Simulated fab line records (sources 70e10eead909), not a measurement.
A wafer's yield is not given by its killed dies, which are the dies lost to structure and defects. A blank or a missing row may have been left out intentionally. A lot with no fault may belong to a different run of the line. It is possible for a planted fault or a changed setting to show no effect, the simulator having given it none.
Which tool did it? -- flow nandHarc -- 72 wafers sampled from 24 lots at 1 step of a route of 1159

## WHAT THE GAUGES READ, wafer by wafer
NHARC_A_START_INSPECT_01. Usual: rawDefectCount 4.0, standard deviation 2.1.
lot,measured,on,rawDefectCount,flag
L074,day 6 14:43,defectInspect-02,3 2 3,
L075,day 7 02:32,defectInspect-01,0 8 2,
L077,day 7 11:56,defectInspect-02,5 2 5,
L076,day 7 12:44,defectInspect-02,7 3 0,
L078,day 7 13:46,defectInspect-02,8 8 5,
L081,day 7 20:45,defectInspect-01,2 9 7,
L079,day 7 21:10,defectInspect-02,5 3 4,
L080,day 8 01:03,defectInspect-01,4 5 3,
L082,day 8 14:19,defectInspect-01,4 3 4,
L083,day 8 21:11,defectInspect-02,5 3 1,
L084,day 8 22:17,defectInspect-02,5 3 1,
L085,day 9 05:22,defectInspect-01,1 3 4,
L088,day 9 18:13,defectInspect-01,4 9 1,
L087,day 9 20:52,defectInspect-02,4 3 2,
L086,day 9 21:38,defectInspect-01,3 7 1,
L089,day 10 05:54,defectInspect-01,4 7 5,
L090,day 10 06:47,defectInspect-02,1 7 3,
L091,day 10 13:50,defectInspect-01,5 4 6,
L092,day 11 00:09,defectInspect-02,4 7 5,
L093,day 11 04:15,defectInspect-02,2 7 4,
L094,day 11 15:54,defectInspect-01,4 6 2,
L095,day 11 20:17,defectInspect-01,2 1 1,
L096,day 11 21:36,defectInspect-01,6 5 4,
L097,day 12 14:08,defectInspect-02,1 1 4,

## WHAT TOOL EACH LOT RAN ON (gives the tool, then ch and the chambers of the sampled wafers, and finally the start)
Record: no process step prior to these readings.

## WHAT THE TOOLS THEMSELVES READ (means of the sampled wafers that have a number; where no wafer has one, the mark that the record gives instead)
The record holds no such reading with a usual standard deviation.

## THE ANSWER, worked out from the rows above alone
Rule: a lot counts as off when the mean over its wafers that have a number is more than 3 standard deviations away from the usual mean. A lot without any number at a reading at which 4 lots or more have one is off too. Any other lot the step has rows for is counted as sound. Order of review: gauges by route order, followed by the tools' own readings, for which a lot's mean as printed above is used. The first step at which some lot is off is used, and at that step the reading that is off furthest; a lot without a number counts as furthest.
No lot is off on any of the readings shown, so nothing can be concluded from this.

## WHAT HAD BEEN PUT IN BY THE SIMULATOR
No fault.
